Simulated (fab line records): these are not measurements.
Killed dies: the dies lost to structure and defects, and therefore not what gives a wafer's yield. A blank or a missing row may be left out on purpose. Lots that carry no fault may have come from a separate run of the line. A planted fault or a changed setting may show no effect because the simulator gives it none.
Chamber matching + flow n5Finfet + rieDiel-01 running N5_HKMG_FIN_ETCH_67: 4 sister chambers
The step etches SOC in N2/H2, stops on TiN, target depth 388.9 nm. 22 wafers are shown with their chamber, then 11 later ones without.

== WAFERS, EACH WITH ITS CHAMBER ==
| wafer  | chamber | throttleValvePct (%) | oesProductAu (a.u.) | showerheadPlenumPTorr (Torr) |
|--------|---------|----------------------|---------------------|------------------------------|
| L075.2 | 0       | 17.51                | 0.90                | 2.58                         |
| L075.3 | 3       | 17.94                | 0.70                | 2.63                         |
| L075.5 | 3       | 17.95                | 0.71                | 2.63                         |
| L076.1 | 0       | 17.54                | 0.90                | 2.58                         |
| L076.2 | 3       | 17.94                | 0.70                | 2.63                         |
| L076.4 | 0       | 17.51                | 0.91                | 2.58                         |
| L077.4 | 0       | 17.51                | 0.90                | 2.57                         |
| L077.5 | 1       | 17.65                | 0.87                | 2.57                         |
| L077.6 | 3       | 17.96                | 0.70                | 2.63                         |
| L079.2 | 1       | 17.67                | 0.86                | 2.56                         |
| L079.3 | 2       | 17.56                | 1.00                | 2.61                         |
| L079.4 | 0       | 17.53                | 0.89                | 2.57                         |
| L084.2 | 1       | 17.69                | 0.85                | 2.56                         |
| L084.4 | 2       | 17.57                | 0.95                | 2.61                         |
| L084.6 | 2       | 17.59                | 0.94                | 2.61                         |
| L085.1 | 3       | 17.99                | 0.69                | 2.62                         |
| L085.4 | 1       | 17.66                | 0.84                | 2.56                         |
| L085.5 | 1       | 17.70                | 0.84                | 2.56                         |
| L087.1 | 0       | 17.56                | 0.86                | 2.56                         |
| L087.2 | 1       | 17.72                | 0.84                | 2.55                         |
| L087.3 | 2       | 17.58                | 0.93                | 2.60                         |
| L090.1 | 3       | 18.02                | 0.68                | 2.61                         |

SIGNATURES, as means of the wafers listed above
| reading               | chamber 0 | chamber 1 | chamber 2 | chamber 3 | scatter within a chamber |
|-----------------------|-----------|-----------|-----------|-----------|--------------------------|
| throttleValvePct      | 17.5267   | 17.6817   | 17.5750   | 17.9667   | 0.025                    |
| oesProductAu          | 0.8933    | 0.8500    | 0.9550    | 0.6967    | 0.0179                   |
| showerheadPlenumPTorr | 2.5733    | 2.5600    | 2.6075    | 2.6250    | 0.0073                   |
Rule: for each reading, subtract the chamber's mean from the wafer's reading, divide by that reading's scatter and square the result; add these up over the readings and take the root, which gives the wafer's distance from the chamber. The wafer belongs to the nearest chamber; if the next one is less than 2 further off, it can't be placed. The scatter: take each reading less its chamber's mean, square it, sum over the shown wafers, divide by the number of wafers less the number of chambers, and take the root.

== WAFERS MISSING THEIR CHAMBER ==
| wafer  | throttleValvePct (%) | oesProductAu (a.u.) | showerheadPlenumPTorr (Torr) |
|--------|----------------------|---------------------|------------------------------|
| L090.2 | 17.59                | 0.92                | 2.60                         |
| L090.3 | 17.58                | 0.85                | 2.56                         |
| L093.1 | 17.60                | 0.90                | 2.60                         |
| L093.4 | 18.03                | 0.68                | 2.61                         |
| L093.6 | 17.58                | 0.84                | 2.56                         |
| L095.2 | 17.60                | 0.89                | 2.59                         |
| L095.4 | 18.03                | 0.67                | 2.61                         |
| L095.5 | 18.03                | 0.67                | 2.61                         |
| L097.2 | 18.04                | 0.67                | 2.61                         |
| L097.3 | 17.62                | 0.89                | 2.59                         |
| L097.5 | 18.02                | 0.66                | 2.61                         |

== WHICH CHAMBER EACH ONE RAN IN ==
| wafer  | from the rows above          | in truth |
|--------|------------------------------|----------|
| L090.2 | 2                            | 2        |
| L090.3 | can't be placed: 0 or 1      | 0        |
| L093.1 | can't be placed: 2 or 0      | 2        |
| L093.4 | 3                            | 3        |
| L093.6 | can't be placed: 0 or 1      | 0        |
| L095.2 | can't be placed: 0 or 2 or 1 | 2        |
| L095.4 | 3                            | 3        |
| L095.5 | 3                            | 3        |
| L097.2 | 3                            | 3        |
| L097.3 | can't be placed: 0 or 2 or 1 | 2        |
| L097.5 | 3                            | 3        |
Correct placement for 6 of the 11. Unplaceable from these rows: 5, with the true chamber sitting among the candidates in 5. 0 placed wrongly.
